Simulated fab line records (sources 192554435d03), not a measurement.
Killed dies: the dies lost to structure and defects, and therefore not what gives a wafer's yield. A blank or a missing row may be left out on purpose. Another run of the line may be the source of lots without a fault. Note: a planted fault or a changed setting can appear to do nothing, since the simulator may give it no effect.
fab line records | flow n5-finfet
record: lots: 7 wafers: 39
route steps=1938 shown WELL_APT@24 DUMMY_GATE@246 SD_EPI_N@267
start-h: start of the lot's first displayed wafer, in hours after the record's first day | wait-h: hours from the lot's prior step to this one | " identical to the entry in the row above | L1.1+2: a single row standing in for several wafers | - value missing, or start not given | * or withheld: withheld | < > ~ a bound
route shown NAME@n: NAME is a module with steps in the file, n the number in the route of the first one | usual: mean and standard deviation over wafers with no fault | same: alike in all rows | chamber/n: place in a boat | sites: each site's reading | _std_site: how widely they spread, as a standard deviation | _edge_site: inner sites' mean taken away from outer sites' mean | radius-mm: for every site, how far away it sits from the centre of the wafer | mask NAME#n: copy n | behind: the tool/chamber that last shaped the wafer | hold: what put the lot on hold/how long, in hours/how the hold closed | device: whichever transistor did not switch (one of n, p or np) | end of line: the tests these same wafers got at the end of their route | a step with no rows: only its recipe | killed: not the wafer's yield, but the dies lost to structure and defects at the first sort | map: a wafer's dies, x killed, . not, _ none there
set.NAME: setting as actually run; set.NAME@STEP: the setting as run at that earlier step | model.NAME: the simulator's own value behind a step, which no gauge read
lots whose settings were changed on purpose; a table a step, a row a wafer
== steps ==
step: N5_WELL_APT_EXPOSE_05
recipe: mask-id: NWELL na: 0.8 source-shape: conventional sigma-outer: 0.8 polarization: unpolarized defocus-nm: 0 target-cd-nm: 200 dose-mj: 20.3
columns lot.wafer tool chamber start-h wait-h mask set.dose-mj
L076.1+4+6 krf-scanner-02 0 25.69 - NWELL#0 20.3
L076.2+3+5 " 0 " " NWELL#0 18.92
L079.1+4+5 krf-scanner-01 0 44.08 - NWELL#0 18.88
L079.2+3+6 " 0 " " NWELL#0 20.3
L080.1+4+5 krf-scanner-02 0 49.53 - NWELL#0 20.3
L080.2+3+6 " 0 " " NWELL#0 19.63
L082.1+3+5 krf-scanner-01 0 61.56 - NWELL#0 20.3
L086.1+5+6 krf-scanner-01 0 85.63 - NWELL#0 19.21
L086.2+3+4 " 0 " " NWELL#0 20.3
L093.1+5+6 krf-scanner-01 0 127.47 - NWELL#0 19.18
L093.2+3+4 " 0 " " NWELL#0 20.3
L095.1+2+6 krf-scanner-01 0 139.39 - NWELL#0 19.15
L095.3+4+5 " 0 " " NWELL#0 20.3
step: N5_WELL_APT_PEB_06
recipe: peb-temp-c: 130 peb-time-s: 90
step: N5_WELL_APT_DEVELOP_07
recipe: develop-time-s: 45 rinse-liquid: surfactant-rinse dry: air-spin dev-temp-c: 21
step: N5_WELL_APT_HARDBAKE_12
recipe: temp-c: 130 time-s: 120
step: N5_WELL_APT_CD_MEAS_08
recipe: target-cd-nm: 200 landing-energy-ev: 500 detector: se-inlens
usual: cd-nm: 199.3/1.9
columns lot.wafer tool chamber start-h wait-h set.dose-mj@WELL_APT_EXPOSE_05 cd-nm
L076.1 cd-sem-02 0 25.86 - 20.3 198.6
L076.2 " 0 " " 18.92 190.0
L076.3 " 0 " " 18.92 187.8
L076.4 " 0 " " 20.3 197.4
L076.5 " 0 " " 18.92 187.3
L076.6 " 0 " " 20.3 198.8
L079.1 cd-sem-02 0 44.26 - 18.88 187.3
L079.2 " 0 " " 20.3 196.3
L079.3 " 0 " " 20.3 200.3
L079.4 " 0 " " 18.88 187.0
L079.5 " 0 " " 18.88 187.3
L079.6 " 0 " " 20.3 200.4
L080.1 cd-sem-03 0 49.71 - 20.3 196.9
L080.2 " 0 " " 19.63 195.3
L080.3 " 0 " " 19.63 192.8
L080.4 " 0 " " 20.3 194.3
L080.5 " 0 " " 20.3 198.2
L080.6 " 0 " " 19.63 191.6
L082.1 cd-sem-01 0 61.73 - 20.3 198.8
L082.3 " 0 " " 20.3 198.4
L082.5 " 0 " " 20.3 198.8
L086.1 cd-sem-01 0 85.81 - 19.21 190.7
L086.2 " 0 " " 20.3 200.3
L086.3 " 0 " " 20.3 200.6
L086.4 " 0 " " 20.3 200.7
L086.5 " 0 " " 19.21 192.4
L086.6 " 0 " " 19.21 191.8
L093.1 cd-sem-02 0 127.65 - 19.18 191.4
L093.2 " 0 " " 20.3 200.6
L093.3 " 0 " " 20.3 199.7
L093.4 " 0 " " 20.3 200.5
L093.5 " 0 " " 19.18 189.6
L093.6 " 0 " " 19.18 191.7
L095.1 cd-sem-03 0 139.57 - 19.15 192.1
L095.2 " 0 " " 19.15 192.1
L095.3 " 0 " " 20.3 200.8
L095.4 " 0 " " 20.3 200.1
L095.5 " 0 " " 20.3 201.1
L095.6 " 0 " " 19.15 192.2
step: N5_WELL_APT_DESCUM_13
recipe: chemistry: O2 time-s: 7.9 source-power-w: 50 bias-power-w: 20 pressure-mtorr: 20 rf-frequency-hz: 2.712e+07 temp-c: 40 o2-flow-sccm: 225
columns lot.wafer tool chamber start-h wait-h set.dose-mj@WELL_APT_EXPOSE_05 model.WELL_APT.cd-nm
L076.1 rie-diel-05 3 25.95 0.0 20.3 198.3
L076.2 " 0 " " 18.92 189.8
L076.3 " 1 " " 18.92 187.6
L076.4 " 2 " " 20.3 196.9
L076.5 " 0 " " 18.92 186.7
L076.6 " 1 " " 20.3 198.9
L079.1 rie-diel-05 0 44.39 0.1 18.88 187.6
L079.2 " 1 " " 20.3 196.1
L079.3 " 3 " " 20.3 200
L079.4 " 2 " " 18.88 186.7
L079.5 " 1 " " 18.88 187.3
L079.6 " 0 " " 20.3 200.3
L080.1 rie-diel-06 1 49.98 0.2 20.3 196.9
L080.2 " 3 " " 19.63 195.2
L080.3 " 2 " " 19.63 192.8
L080.4 " 0 " " 20.3 194.6
L080.5 " 2 " " 20.3 198.4
L080.6 " 1 " " 19.63 191.6
L082.1 rie-diel-01 2 61.82 0.0 20.3 199.2
L082.3 " 1 " " 20.3 198.2
L082.5 " 1 " " 20.3 198.6
L086.1 rie-diel-06 0 85.89 0.0 19.21 190.8
L086.2 " 1 " " 20.3 200.6
L086.3 " 3 " " 20.3 200.9
L086.4 " 2 " " 20.3 200.8
L086.5 " 2 " " 19.21 192.8
L086.6 " 1 " " 19.21 192
L093.1 rie-diel-01 0 127.74 0.0 19.18 191.8
L093.2 " 3 " " 20.3 200.7
L093.3 " 2 " " 20.3 199.7
L093.4 " 1 " " 20.3 200.5
L093.5 " 2 " " 19.18 189.9
L093.6 " 3 " " 19.18 191.7
L095.1+2 rie-diel-05 2,0 139.66 0.0 19.15 192
L095.3 " 3 " " 20.3 200.6
L095.4 " 3 " " 20.3 199.9
L095.5 " 0 " " 20.3 201
L095.6 " 2 " " 19.15 191.7
step: N5_DUMMY_GATE_ETCH_32
recipe: chemistry: CF4 target: SiO2 target-depth-a: 35 time-s: 3.9 ion-energy-ev: 350 pressure-mtorr: 10 icp-w: 800 bias-w: 400 cf4-flow-sccm: 80
columns lot.wafer tool chamber start-h wait-h set.time-s model.etch.depth-nm
L076.1 rie-si-02 2 60.66 0.1 3.9 3.39
L076.2 " 3 " " 3.9 3.493
L076.3 " 1 " " 3.9 3.414
L076.4 " 0 " " 3.9 3.52
L076.5 " 3 " " 3.9 3.506
L076.6 " 2 " " 3.9 3.4
L079.1 rie-si-05 3 81.63 0.1 3.473 3.086
L079.2 " 2 " " 3.473 3.126
L079.3 " 1 " " 3.473 3.131
L079.4 " 0 " " 3.9 3.463
L079.5 " 3 " " 3.9 3.469
L079.6 " 0 " " 3.9 3.466
L080.1 rie-si-02 1 86.54 0.1 3.072 2.681
L080.2 " 2 " " 3.9 3.403
L080.3+6 " 0 " " 3.072 2.784
L080.4 " 3 " " 3.9 3.537
L080.5 " 1 " " 3.9 3.449
L082.1 rie-si-03 0 95.63 0.1 3.9 3.421
L082.3 " 3 " " 3.9 3.395
L082.5 " 0 " " 3.9 3.44
L086.1 rie-si-03 0 120.08 0.1 3.9 3.438
L086.2 " 3 " " 3.9 3.415
L086.3 " 2 " " 3.093 2.835
L086.4 " 1 " " 3.9 3.529
L086.5 " 1 " " 3.093 2.815
L086.6 " 2 " " 3.093 2.828
L093.1 rie-si-05 1 165.76 0.1 4.224 3.82
L093.2 " 3 " " 3.9 3.421
L093.3 " 2 " " 4.224 3.804
L093.4 " 0 " " 3.9 3.493
L093.5 " 3 " " 4.224 3.745
L093.6 " 0 " " 3.9 3.47
L095.1 rie-si-05 3 173.80 0.1 4.683 4.14
L095.2 " 1 " " 3.9 3.462
L095.3 " 2 " " 4.683 4.195
L095.4 " 0 " " 3.9 3.519
L095.5 " 3 " " 3.9 3.481
L095.6 " 2 " " 4.683 4.172
step: N5_SD_EPI_N_EXPOSE_06
recipe: mask-id: SD_N_BLK na: 1.35 source-shape: conventional sigma-outer: 0.8 polarization: unpolarized target-cd-nm: 120 dose-mj: 39.75
columns lot.wafer tool chamber start-h wait-h mask set.dose-mj
L076.1+3+6 arfi-scanner-01 0 62.12 - SD_N_BLK#0 38.78
L076.2+4+5 " 0 " " SD_N_BLK#0 39.75
L079.1+2+4 arfi-scanner-03 0 82.87 - SD_N_BLK#0 39.75
L079.3+5+6 " 0 " " SD_N_BLK#0 42.31
L080.1+3+5 arfi-scanner-02 0 88.04 - SD_N_BLK#0 41.29
L080.2+4+6 " 0 " " SD_N_BLK#0 39.75
L082.1+3+5 arfi-scanner-02 0 98.50 - SD_N_BLK#0 39.75
L086.1+3+6 arfi-scanner-02 0 121.44 - SD_N_BLK#0 38.44
L086.2+4+5 " 0 " " SD_N_BLK#0 39.75
L093.1+2+4 arfi-scanner-01 0 167.12 - SD_N_BLK#0 39.75
L093.3+5+6 " 0 " " SD_N_BLK#0 42.12
L095.1+3+4 arfi-scanner-03 0 175.86 - SD_N_BLK#0 42.81
L095.2+5+6 " 0 " " SD_N_BLK#0 39.75
step: N5_SD_EPI_N_PEB_07
recipe: peb-temp-c: 110 peb-time-s: 60 resist: CAR-ArF-block
step: N5_SD_EPI_N_DEVELOP_08
recipe: develop-time-s: 30 developer: TMAH resist: CAR-ArF-block dev-temp-c: 23 rinse-liquid: diw dry: air-spin
step: N5_SD_EPI_N_CD_MEAS_09
recipe: target-cd-nm: 120 landing-energy-ev: 500 detector: se-inlens
usual: cd-nm: 120.1/0.61
columns lot.wafer tool chamber start-h wait-h set.dose-mj@SD_EPI_N_EXPOSE_06 cd-nm
L076.1 cd-sem-01 0 62.25 - 38.78 118.3
L076.2 " 0 " " 39.75 119.2
L076.3 " 0 " " 38.78 118.1
L076.4 " 0 " " 39.75 120.2
L076.5 " 0 " " 39.75 120.0
L076.6 " 0 " " 38.78 117.7
L079.1 cd-sem-01 0 83.00 - 39.75 121.5
L079.2 " 0 " " 39.75 119.9
L079.3 " 0 " " 42.31 125.4
L079.4 " 0 " " 39.75 121.1
L079.5 " 0 " " 42.31 125.1
L079.6 " 0 " " 42.31 124.4
L080.1 cd-sem-02 0 88.16 - 41.29 121.8
L080.2 " 0 " " 39.75 120.9
L080.3 " 0 " " 41.29 123.0
L080.4 " 0 " " 39.75 119.6
L080.5 " 0 " " 41.29 123.3
L080.6 " 0 " " 39.75 119.9
L082.1 cd-sem-02 0 98.63 - 39.75 120.8
L082.3 " 0 " " 39.75 119.4
L082.5 " 0 " " 39.75 120.2
L086.1 cd-sem-03 0 121.57 - 38.44 117.0
L086.2 " 0 " " 39.75 119.9
L086.3 " 0 " " 38.44 118.1
L086.4 " 0 " " 39.75 120.6
L086.5 " 0 " " 39.75 120.8
L086.6 " 0 " " 38.44 118.5
L093.1 cd-sem-02 0 167.24 - 39.75 119.7
L093.2 " 0 " " 39.75 120.5
L093.3 " 0 " " 42.12 124.3
L093.4 " 0 " " 39.75 120.1
L093.5 " 0 " " 42.12 123.8
L093.6 " 0 " " 42.12 124.7
L095.1 cd-sem-01 0 175.99 - 42.81 126.2
L095.2 " 0 " " 39.75 119.8
L095.3 " 0 " " 42.81 123.7
L095.4 " 0 " " 42.81 124.9
L095.5 " 0 " " 39.75 120.1
L095.6 " 0 " " 39.75 119.3
step: N5_SD_EPI_N_DESCUM_14
recipe: chemistry: O2 time-s: 7.9 source-power-w: 50 bias-power-w: 20 pressure-mtorr: 20 rf-frequency-hz: 2.712e+07 temp-c: 40 resist: CAR-ArF-block o2-flow-sccm: 225
columns lot.wafer tool chamber start-h wait-h set.dose-mj@SD_EPI_N_EXPOSE_06 model.SD_EPI_N.cd-nm
L076.1 rie-diel-05 2 62.34 0.0 38.78 118.2
L076.2 " 0 " " 39.75 119.4
L076.3 " 1 " " 38.78 118.4
L076.4 " 3 " " 39.75 120.4
L076.5 " 2 " " 39.75 120
L076.6 " 3 " " 38.78 118
L079.1+4 rie-diel-01 0,2 83.91 0.9 39.75 120.8
L079.2 " 1 " " 39.75 119.8
L079.3+5 " 3,1 " " 42.31 125
L079.6 " 2 " " 42.31 124.6
L080.1 rie-diel-01 2 88.25 0.0 41.29 122
L080.2 " 3 " " 39.75 120.8
L080.3 " 0 " " 41.29 123
L080.4 " 1 " " 39.75 119.2
L080.5 " 2 " " 41.29 123.2
L080.6 " 1 " " 39.75 119.8
L082.1 rie-diel-01 3 98.84 0.2 39.75 120.8
L082.3 " 1 " " 39.75 119.2
L082.5 " 1 " " 39.75 120.2
L086.1 rie-diel-01 2 121.65 0.0 38.44 117.4
L086.2 " 3 " " 39.75 119.8
L086.3 " 0 " " 38.44 118.2
L086.4+5 " 1,0 " " 39.75 120.8
L086.6 " 3 " " 38.44 118.4
L093.1 rie-diel-06 3 167.33 0.0 39.75 119.4
L093.2 " 2 " " 39.75 120.4
L093.3 " 1 " " 42.12 124.4
L093.4 " 0 " " 39.75 120
L093.5 " 2 " " 42.12 124
L093.6 " 1 " " 42.12 124.2
L095.1 rie-diel-01 0 176.08 0.0 42.81 126.2
L095.2+5 " 2,3 " " 39.75 119.8
L095.3 " 3 " " 42.81 124
L095.4 " 1 " " 42.81 124.8
L095.6 " 2 " " 39.75 119.4
step: N5_SD_EPI_N_ETCH_34
recipe: chemistry: CF4 target: SiARC target-depth-a: 455 mask-material: CAR-ArF-block time-s: 75.8 ion-energy-ev: 80 pressure-mtorr: 40 source-w: 545 bias-w: 36 Ar_flow_sccm: 100 cf4-flow-sccm: 100 ends: cleared
columns lot.wafer tool chamber start-h wait-h set.dose-mj@SD_EPI_N_EXPOSE_06 model.SD_EPI_N.cd-nm
L076.1+6 rie-diel-05 2,3 62.37 0.0 38.78 118
L076.2 " 0 " " 39.75 119.2
L076.3 " 1 " " 38.78 118.8
L076.4 " 3 " " 39.75 120.6
L076.5 " 2 " " 39.75 119.8
L079.1 rie-diel-01 0 83.94 0.0 39.75 121.2
L079.2 " 1 " " 39.75 119.8
L079.3 " 3 " " 42.31 125.2
L079.4 " 2 " " 39.75 121
L079.5 " 1 " " 42.31 125
L079.6 " 2 " " 42.31 124.8
L080.1 rie-diel-01 2 88.29 0.0 41.29 122
L080.2 " 3 " " 39.75 121
L080.3+5 " 0,2 " " 41.29 123.2
L080.4 " 1 " " 39.75 119
L080.6 " 1 " " 39.75 119.8
L082.1 rie-diel-01 3 98.87 0.0 39.75 120.8
L082.3 " 1 " " 39.75 119
L082.5 " 1 " " 39.75 120.2
L086.1 rie-diel-01 2 121.69 0.0 38.44 117.2
L086.2 " 3 " " 39.75 119.8
L086.3 " 0 " " 38.44 118.2
L086.4 " 1 " " 39.75 120.6
L086.5 " 0 " " 39.75 120.8
L086.6 " 3 " " 38.44 118.6
L093.1 rie-diel-06 3 167.36 0.0 39.75 119.4
L093.2 " 2 " " 39.75 120.4
L093.3+5+6 " 1,2,1 " " 42.12 124
L093.4 " 0 " " 39.75 120
L095.1 rie-diel-01 0 176.11 0.0 42.81 126
L095.2 " 2 " " 39.75 119.6
L095.3 " 3 " " 42.81 124
L095.4 " 1 " " 42.81 124.4
L095.5 " 3 " " 39.75 119.8
L095.6 " 2 " " 39.75 119.4
step: N5_SD_EPI_N_ETCH_35
recipe: chemistry: N2/H2 target: SOC overetch-a: 1080 mask-material: SiARC temp-c: 40 ion-energy-ev: 100 source-w: 3000 bias-w: 133 pressure-mtorr: 20 time-s: 486 n2-flow-sccm: 200 h2-flow-sccm: 200
columns lot.wafer tool chamber start-h wait-h set.dose-mj@SD_EPI_N_EXPOSE_06 model.SD_EPI_N.cd-nm
L076.1+6 rie-diel-05 2,3 62.43 0.0 38.78 117.2
L076.2 " 0 " " 39.75 118.2
L076.3 " 1 " " 38.78 119.2
L076.4 " 3 " " 39.75 120.2
L076.5 " 2 " " 39.75 118.8
L079.1 rie-diel-01 0 84.00 0.0 39.75 120
L079.2 " 1 " " 39.75 118.8
L079.3 " 3 " " 42.31 125
L079.4 " 2 " " 39.75 121.6
L079.5 " 1 " " 42.31 123.8
L079.6 " 2 " " 42.31 124.6
L080.1 rie-diel-01 2 88.34 0.0 41.29 122.6
L080.2 " 3 " " 39.75 120.6
L080.3 " 0 " " 41.29 122.2
L080.4 " 1 " " 39.75 119.4
L080.5 " 2 " " 41.29 124.8
L080.6 " 1 " " 39.75 119.6
L082.1 rie-diel-01 3 98.93 0.0 39.75 121.2
L082.3 " 1 " " 39.75 118.8
L082.5 " 1 " " 39.75 119.8
L086.1 rie-diel-01 2 121.75 0.0 38.44 117.4
L086.2 " 3 " " 39.75 120.8
L086.3 " 0 " " 38.44 116.2
L086.4 " 1 " " 39.75 120.2
L086.5 " 0 " " 39.75 119.4
L086.6 " 3 " " 38.44 118.8
L093.1 rie-diel-06 3 167.42 0.0 39.75 119.2
L093.2 " 2 " " 39.75 120
L093.3+6 " 1 " " 42.12 122.8
L093.4 " 0 " " 39.75 120.6
L093.5 " 2 " " 42.12 123.8
L095.1 rie-diel-01 0 176.17 0.0 42.81 125.2
L095.2 " 2 " " 39.75 119.6
L095.3 " 3 " " 42.81 124.8
L095.4 " 1 " " 42.81 123.2
L095.5 " 3 " " 39.75 119.8
L095.6 " 2 " " 39.75 120.4
step: N5_SD_EPI_N_STRIP_36
recipe: chemistry: N2/H2 temp-c: 40 n2-flow-sccm: 200 h2-flow-sccm: 200 rf-frequency-hz: 6e+07
step: N5_SD_EPI_N_ETCHBACK_44
recipe: chemistry: CH3F/O2 mode: anisotropic-etchback target: SiNx target-depth-a: 145 stop-on: SiO2 over-etch-frac: 0.3 ion-energy-ev: 120 pressure-mtorr: 30 source-w: 395 bias-w: 73 Ar_flow_sccm: 150 CH3F_flow_sccm: 30 O2_flow_sccm: 20
columns lot.wafer tool chamber start-h wait-h set.dose-mj@SD_EPI_N_EXPOSE_06 model.SD_EPI_N.cd-nm
L076.1+6 rie-diel-05 2,3 62.75 0.0 38.78 117.2
L076.2 " 0 " " 39.75 118.2
L076.3 " 1 " " 38.78 119
L076.4 " 3 " " 39.75 120
L076.5 " 2 " " 39.75 118.8
L079.1 rie-diel-01 0 84.32 0.0 39.75 120
L079.2 " 1 " " 39.75 118.8
L079.3 " 3 " " 42.31 125
L079.4 " 2 " " 39.75 121.8
L079.5 " 1 " " 42.31 123.8
L079.6 " 2 " " 42.31 124.6
L080.1 rie-diel-01 2 88.67 0.0 41.29 122.6
L080.2 " 3 " " 39.75 120.6
L080.3 " 0 " " 41.29 122.2
L080.4+6 " 1 " " 39.75 119.6
L080.5 " 2 " " 41.29 124.8
L082.1 rie-diel-01 3 99.26 0.0 39.75 121.2
L082.3 " 1 " " 39.75 118.8
L082.5 " 1 " " 39.75 119.8
L086.1 rie-diel-01 2 122.07 0.0 38.44 117.6
L086.2 " 3 " " 39.75 121
L086.3 " 0 " " 38.44 116.4
L086.4 " 1 " " 39.75 120.2
L086.5 " 0 " " 39.75 119.6
L086.6 " 3 " " 38.44 118.8
L093.1 rie-diel-06 3 167.74 0.0 39.75 119.2
L093.2 " 2 " " 39.75 120
L093.3+6 " 1 " " 42.12 122.8
L093.4 " 0 " " 39.75 120.6
L093.5 " 2 " " 42.12 123.6
L095.1 rie-diel-01 0 176.49 0.0 42.81 125.2
L095.2 " 2 " " 39.75 119.6
L095.3 " 3 " " 42.81 124.8
L095.4 " 1 " " 42.81 123.2
L095.5 " 3 " " 39.75 119.8
L095.6 " 2 " " 39.75 120.4
== key ==
split: step: N5_WELL_APT_EXPOSE_05 setting: dose-mj stated: 20.3 by: wafer
response: step: N5_WELL_APT_CD_MEAS_08 reading: cd-nm change: +1.56 per: 1% r: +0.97
response: step: N5_WELL_APT_DESCUM_13 reading: model.WELL_APT.cd-nm change: +1.56 per: 1% r: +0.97
split: step: N5_DUMMY_GATE_ETCH_32 setting: time-s stated: 3.9 by: wafer
response: step: N5_DUMMY_GATE_ETCH_32 reading: model.etch.depth-nm change: +0.033 per: 1% r: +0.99
split: step: N5_SD_EPI_N_EXPOSE_06 setting: dose-mj stated: 39.75 by: wafer
response: step: N5_SD_EPI_N_CD_MEAS_09 reading: cd-nm change: +0.677 per: 1% r: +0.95
response: step: N5_SD_EPI_N_DESCUM_14 reading: model.SD_EPI_N.cd-nm change: +0.702 per: 1% r: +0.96
response: step: N5_SD_EPI_N_ETCH_34 reading: model.SD_EPI_N.cd-nm change: +0.685 per: 1% r: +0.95
response: step: N5_SD_EPI_N_ETCH_35 reading: model.SD_EPI_N.cd-nm change: +0.631 per: 1% r: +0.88
response: step: N5_SD_EPI_N_ETCHBACK_44 reading: model.SD_EPI_N.cd-nm change: +0.624 per: 1% r: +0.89
